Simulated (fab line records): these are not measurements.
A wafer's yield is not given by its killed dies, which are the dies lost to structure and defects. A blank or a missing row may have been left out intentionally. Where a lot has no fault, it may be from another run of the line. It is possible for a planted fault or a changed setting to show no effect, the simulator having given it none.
fab line records	flow n5_finfet
[record] lots = 13	wafers = 39	last_day = 16
route steps=1938 shown STI_FIN_REVEAL@183 MIM_BOT@1832 PAD_METAL@1896 PASSIVATION@1936
lots untouched by any fault: they come from a run of this same line in which no faults occurred
start_h: start of the lot's first displayed wafer, in hours after the record's first day	wait_h: hours since the lot's step before	" repeats the value in the row above	L1.1+2: a row that stands for several wafers	- value missing, or start not given	* or withheld: withheld	< > ~ a bound
route shown NAME@n: names a module that has steps shown in the file, with the first one's number in the route	usual: mean/standard deviation of fault-free wafers	same: alike in all rows	chamber/n: place in a boat	sites: per-site readings	_std_site: standard deviation of those values	_edge_site: the outer-site mean with the inner-site mean subtracted	radius_mm: for every site, how far away it sits from the centre of the wafer	mask NAME#n: copy n	behind: the last tool/chamber to shape the wafer	hold: what put the lot on hold/how long, in hours/how the hold closed	device: names the non-switching transistor (n, p or np)	end of line: the tests these same wafers got at the end of their route	a step given without rows: its recipe and nothing more	killed: at the first sort, the dies lost to defects and structure; wafer yield is something else	map: shows each die of a wafer: x if killed, . if not, _ if none is there
set.NAME: the run value of the setting; set.NAME@STEP: its run value at that earlier step	model.NAME: the simulator's own value behind a step, which no gauge read
a sample of lots followed through the steps of the route, with each step as a table and each wafer as a row
services: the hour from which a tool's chamber was out of use, counted from the record's first day as start_h (under 0 if before that day), plus the number of hours and why
[[steps]]
[step N5_STI_FIN_REVEAL_ALD_00]
[recipe] material = SiO2	target_thk_a = 10	temp_c = 300	ald_precursor_family = BDEAS	ald_co_reactant = O2-plasma	pulse_time_s = 1	pressure_torr = 2
[usual] heater_power_w = 494/47	precursor_pulse_height_rel = 1.000/0.02
lot.wafer	tool	chamber	start_h	wait_h	heater_power_w	precursor_pulse_height_rel
L897.1	ald_sin-01	3	36.41	0.0	474	1.030
L897.4	"	1	"	"	565	1.021
L897.5	"	0	"	"	515	0.981
L898.4	ald_sin-02	0	41.70	0.0	438	1.016
L898.5	"	1	"	"	496	0.979
L898.6	"	2	"	"	469	0.988
L899.2	ald_sin-01	2	46.08	0.1	484	1.006
L899.3	"	1	"	"	549	1.015
L899.6	"	0	"	"	522	1.025
L900.1	ald_sin-04	2	57.04	0.7	471	1.021
L900.5	"	3	"	"	415	0.998
L900.6	"	0	"	"	595	1.018
L901.1	ald_sin-04	1	58.16	0.0	485	0.997
L901.4	"	2	"	"	495	1.002
L901.5	"	1	"	"	477	0.993
L903.2	ald_sin-04	1	72.05	0.2	493	0.986
L903.3	"	0	"	"	581	1.015
L903.6	"	1	"	"	495	1.008
L902.3	ald_sin-04	2	72.32	0.5	492	0.996
L902.4	"	1	"	"	490	1.016
L902.5	"	0	"	"	604	0.970
L904.3	ald_sin-01	3	75.69	0.0	482	1.006
L904.5	"	0	"	"	513	1.021
L904.6	"	3	"	"	468	0.991
L905.2	ald_sin-04	3	85.57	0.0	424	1.020
L905.3	"	1	"	"	501	0.975
L905.5	"	3	"	"	414	1.039
L907.1	ald_sin-01	0	96.68	0.8	506	1.024
L907.4	"	1	"	"	565	0.977
L907.5	"	0	"	"	503	0.994
L908.2	ald_sin-04	3	103.02	0.0	413	0.991
L908.3	"	1	"	"	475	0.987
L908.6	"	2	"	"	469	1.014
L911.1	ald_sin-01	0	118.79	0.0	501	1.009
L911.3	"	1	"	"	572	0.975
L911.5	"	3	"	"	470	0.983
L915.2	ald_sin-01	0	142.03	0.0	508	1.020
L915.4	"	2	"	"	485	0.993
L915.5	"	3	"	"	469	0.997
[step N5_MIM_BOT_DEGAS_01]
[recipe] ambient = vacuum	temp_c = 300	time_s = 60
[usual] heater_power_w = 453/45
lot.wafer	tool	chamber	start_h	wait_h	heater_power_w
L899.2	pvd_sputter-01	-	270.15	1.3	491
L899.3	"	-	"	"	497
L899.6	"	-	"	"	485
L897.1	pvd_sputter-02	-	275.30	3.1	490
L897.4	"	-	"	"	476
L897.5	"	-	"	"	496
L900.1	pvd_sputter-02	-	280.68	2.2	483
L900.5	"	-	"	"	411
L900.6	"	-	"	"	468
L898.4	pvd_sputter-03	-	280.76	2.0	508
L898.5	"	-	"	"	441
L898.6	"	-	"	"	382
L903.2	pvd_sputter-03	-	288.80	0.2	504
L903.3	"	-	"	"	439
L903.6	"	-	"	"	457
L901.1	pvd_sputter-01	-	292.15	0.4	489
L901.4	"	-	"	"	470
L901.5	"	-	"	"	488
L904.3	pvd_sputter-03	-	300.79	0.6	448
L904.5	"	-	"	"	386
L904.6	"	-	"	"	453
L902.3	pvd_sputter-03	-	301.35	0.8	506
L902.4	"	-	"	"	448
L902.5	"	-	"	"	388
L905.2	pvd_sputter-01	-	313.99	3.3	455
L905.3	"	-	"	"	482
L905.5	"	-	"	"	489
L907.1	pvd_sputter-02	-	337.54	2.2	465
L907.4	"	-	"	"	458
L907.5	"	-	"	"	496
L908.2	pvd_sputter-02	-	340.70	0.1	361
L908.3	"	-	"	"	467
L908.6	"	-	"	"	411
L911.1	pvd_sputter-03	-	361.76	0.4	453
L911.3	"	-	"	"	393
L911.5	"	-	"	"	506
L915.2	pvd_sputter-02	-	370.17	2.8	356
L915.4	"	-	"	"	496
L915.5	"	-	"	"	491
[step N5_PASSIVATION_AL_DEP_21]
[recipe] material = Al	target_thk_a = 28000	temp_c = 400	time_s = 170	power_w = 30000	chamber_pressure_pa = 0.4	gas = Ar
[usual] throttle_valve_pct = 29.7/1
lot.wafer	tool	chamber	start_h	wait_h	throttle_valve_pct
L899.2	pvd_sputter-01	-	275.71	0.1	31.7
L899.3	"	-	"	"	30.5
L899.6	"	-	"	"	31.7
L897.1	pvd_sputter-03	-	281.24	0.1	27.5
L897.4	"	-	"	"	29.1
L897.5	"	-	"	"	29.1
L900.1	pvd_sputter-03	-	287.74	0.1	29.1
L900.5	"	-	"	"	29.0
L900.6	"	-	"	"	29.4
L898.4	pvd_sputter-02	-	287.78	0.1	30.0
L898.5	"	-	"	"	30.7
L898.6	"	-	"	"	29.7
L903.2	pvd_sputter-02	-	297.32	0.1	30.2
L903.3	"	-	"	"	29.1
L903.6	"	-	"	"	29.2
L901.1	pvd_sputter-03	-	300.41	0.1	29.3
L901.4	"	-	"	"	30.3
L901.5	"	-	"	"	29.7
L904.3	pvd_sputter-03	-	307.28	0.1	27.7
L904.5	"	-	"	"	29.2
L904.6	"	-	"	"	29.3
L902.3	pvd_sputter-03	-	308.14	0.1	27.8
L902.4	"	-	"	"	30.1
L902.5	"	-	"	"	29.0
L905.2	pvd_sputter-01	-	320.12	0.1	30.7
L905.3	"	-	"	"	31.7
L905.5	"	-	"	"	30.5
L907.1	pvd_sputter-01	-	344.94	0.1	30.1
L907.4	"	-	"	"	31.5
L907.5	"	-	"	"	30.4
L908.2	pvd_sputter-02	-	350.16	0.1	30.4
L908.3	"	-	"	"	29.7
L908.6	"	-	"	"	30.6
L911.1	pvd_sputter-02	-	370.97	0.1	29.9
L911.3	"	-	"	"	30.4
L911.5	"	-	"	"	29.3
L915.2	pvd_sputter-03	-	376.13	0.1	27.5
L915.4	"	-	"	"	29.3
L915.5	"	-	"	"	29.0
[step N5_PASSIVATION_PROBE_49]
[usual] defect_limited_yield = 91.3/1.5	killed_at_M0_to_M3 = 35/8.7	killed_at_M4_up = 14/5.5	killed_at_contacts = 11/5.6	killed_at_front_end = 39/13	killed_at_other = 3.7/2.2	killed_dies = 103/18	killed_open = 69/14	killed_short = 33/7.8	sort_bin_4_leakage = 0.02/0.15	sort_bin_5_function = 5.1/0.99	sort_bin_6_memory = 3.3/0.67	sort_bin_8_speed = 0.02/0.17	sort_n_pass = 1077/18	sort_yield_pct = 91.2/1.5
[same] gross_dies = 1180	killed_at_back_side = 0
lot.wafer	tool	chamber	start_h	wait_h	defect_limited_yield[%]	killed_at_M0_to_M3	killed_at_M4_up	killed_at_contacts	killed_at_front_end	killed_at_other	killed_dies	killed_open	killed_short	sort_bin_4_leakage[%]	sort_bin_5_function[%]	sort_bin_6_memory[%]	sort_bin_8_speed[%]	sort_n_pass	sort_yield_pct[%]
L902.3	prober-02	-	313.95	0.1	90.3	47	10	6	49	2	114	79	35	0	6.1	3.3	0	1066	90.3
L902.4	prober-02	-	314.00	0.2	91.9	39	8	12	32	4	95	57	38	0	4.5	3.2	0	1085	91.9
L902.5	prober-02	-	314.05	0.2	92.4	47	12	2	21	8	90	60	30	0	4.6	2.9	0	1090	92.4
L905.2	prober-01	-	325.68	0.1	87.1	40	20	3	85	4	152	70	29	0	7.6	4.3	0	1028	87.1
L905.3	prober-01	-	325.73	0.1	83.7	35	15	6	133	3	192	67	32	0	10.6	4.4	0	988	83.7
L905.5	prober-01	-	325.83	0.2	87.1	29	9	6	102	6	152	54	41	0	8.6	3.5	0	1028	87.1
L908.2	prober-02	-	356.11	0.1	84.6	29	27	17	107	2	182	104	27	0	8.8	5.1	0	998	84.6
L908.3	prober-02	-	356.16	0.1	82.2	42	24	6	134	4	210	77	40	0.17	11.6	4.4	0	968	82.0
L908.6	prober-02	-	356.31	0.3	85.7	33	24	12	96	4	169	86	34	0	9.2	3.9	0	1011	85.7
// killed by level:class
L902.3 BEOL_M1:geometric_particle:open=23 FIN_SAQP:geometric_particle:short=12 STI_FIN_REVEAL:geometric_particle:open=12 BEOL_M3:geometric_particle:open=8 FIN_SAQP:geometric_particle:open=7 MOL_CONTACT_COAG:geometric_particle:open=6 DUMMY_GATE:geometric_particle:open=5 GATE_CUT:geometric_particle:short=5
L902.4 BEOL_M0_SAQP:geometric_particle:short=10 MOL_CONTACT_COAG:geometric_particle:open=10 FIN_SAQP:geometric_particle:short=9 BEOL_M1:geometric_particle:open=8 FIN_SAQP:geometric_particle:open=6 BEOL_M0_SAQP:geometric_particle:open=5 BEOL_M1:geometric_particle:short=5 STI_FIN_REVEAL:geometric_particle:open=4
L902.5 BEOL_M1:geometric_particle:open=17 BEOL_M0_SAQP:geometric_particle:short=9 BEOL_M4:geometric_particle:open=9 BEOL_M3:geometric_particle:open=6 BEOL_M2:geometric_particle:open=4 PAD_METAL:geometric_particle:short=4 FIN_SAQP:geometric_particle:open=3 DUMMY_GATE:geometric_particle:open=3
L905.2 STI_FIN_REVEAL:unspecified=51 BEOL_M2:geometric_particle:open=11 BEOL_M1:geometric_particle:open=9 BEOL_M4:geometric_particle:open=9 FIN_SAQP:geometric_particle:short=8 FIN_SAQP:geometric_particle:open=8 BEOL_M0_SAQP:geometric_particle:short=6 BEOL_M0:geometric_particle:open=5
L905.3 STI_FIN_REVEAL:unspecified=87 BEOL_M3:geometric_particle:open=12 FIN_SAQP:geometric_particle:open=10 STI_FIN_REVEAL:geometric_particle:open=8 FIN_SAQP:geometric_particle:short=7 BEOL_M0_SAQP:geometric_particle:short=7 STARTING-WAFER:geometric_particle:short=7 DUMMY_GATE:geometric_particle:open=5
L905.5 STI_FIN_REVEAL:unspecified=55 FIN_SAQP:geometric_particle:short=22 FIN_SAQP:geometric_particle:open=12 BEOL_M3:geometric_particle:open=9 MOL_CONTACT_COAG:geometric_particle:open=6 BEOL_M0_SAQP:geometric_particle:short=5 BEOL_M1:geometric_particle:open=5 BEOL_M0_SAQP:geometric_particle:open=4
L908.2 STI_FIN_REVEAL:unspecified=51 STI_FIN_REVEAL:geometric_particle:open=22 MOL_CONTACT_COAG:geometric_particle:open=15 BEOL_M4:geometric_particle:open=15 FIN_SAQP:geometric_particle:open=10 BEOL_M2:geometric_particle:open=10 BEOL_M3:geometric_particle:open=8 BEOL_M4:geometric_particle:short=7
L908.3 STI_FIN_REVEAL:unspecified=93 STI_FIN_REVEAL:geometric_particle:open=13 BEOL_M4:geometric_particle:open=11 BEOL_M3:geometric_particle:open=10 BEOL_M1:geometric_particle:open=9 BEOL_M0_SAQP:geometric_particle:short=8 FIN_SAQP:geometric_particle:open=7 BEOL_M0_SAQP:geometric_particle:open=7
L908.6 STI_FIN_REVEAL:unspecified=49 STI_FIN_REVEAL:geometric_particle:open=17 FIN_SAQP:geometric_particle:open=12 BEOL_M0_SAQP:geometric_particle:open=11 BEOL_M4:geometric_particle:open=11 MOL_CONTACT_COAG:geometric_particle:open=10 FIN_SAQP:geometric_particle:short=8 BEOL_M0_SAQP:geometric_particle:short=7
[[services]]
tool	chamber	start_h	hours	kind
pvd_sputter-01	-	47.11	4.6	repair
ald_sin-02	-	61.63	6.1	pm
pvd_sputter-01	-	98.79	7.4	repair
pvd_sputter-01	-	108.92	5.7	repair
pvd_sputter-01	-	166.67	1.7	repair
ald_sin-04	-	176.75	14.0	pm
ald_sin-02	2	195.76	12.1	repair
ald_sin-02	0	212.82	3.4	repair
ald_sin-01	3	233.49	12.2	repair
ald_sin-01	2	234.21	7.9	repair
ald_sin-02	-	253.11	0.9	repair
ald_sin-04	1	259.25	5.3	repair
ald_sin-01	3	263.82	2.5	repair
ald_sin-01	-	268.28	14.0	pm
pvd_sputter-03	-	277.53	2.1	repair
ald_sin-01	1	282.39	15.9	repair
ald_sin-04	-	282.89	0.5	repair
ald_sin-01	3	286.45	20.9	repair
ald_sin-02	-	293.09	2.8	pm
ald_sin-04	2	309.74	15.7	repair
ald_sin-04	0	322.77	3.8	repair
ald_sin-02	-	325.69	6.0	pm
ald_sin-04	-	327.41	2.8	pm
ald_sin-01	-	369.28	2.8	pm
[[key]]
[first_sign] step = N5_PASSIVATION_PROBE_49	reading = killed_at_front_end	direction = up	sigmas = 5.5	usual = 39	struck = 110
[effect] step = N5_PASSIVATION_PROBE_49	reading = killed_dies	direction = up	sigmas = 4.2	usual = 103	struck = 176
[more_kills_born_at] N5_STI_FIN_REVEAL_ALD_00@ald_sin-04 = 386
met_at N5_STI_FIN_REVEAL_ALD_00
struck_lots L905,L908
not_acting_at N5_MIM_BOT_DEGAS_01,N5_PASSIVATION_AL_DEP_21
onset_between 72.32 85.57
[fault] kind = chamber_particle_source	tool = ald_sin-04	chamber = -	onset_h = 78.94	steps = N5_STI_FIN_REVEAL_ALD_00	rate_per_visit_cm2 = 0.39507	end_h = 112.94
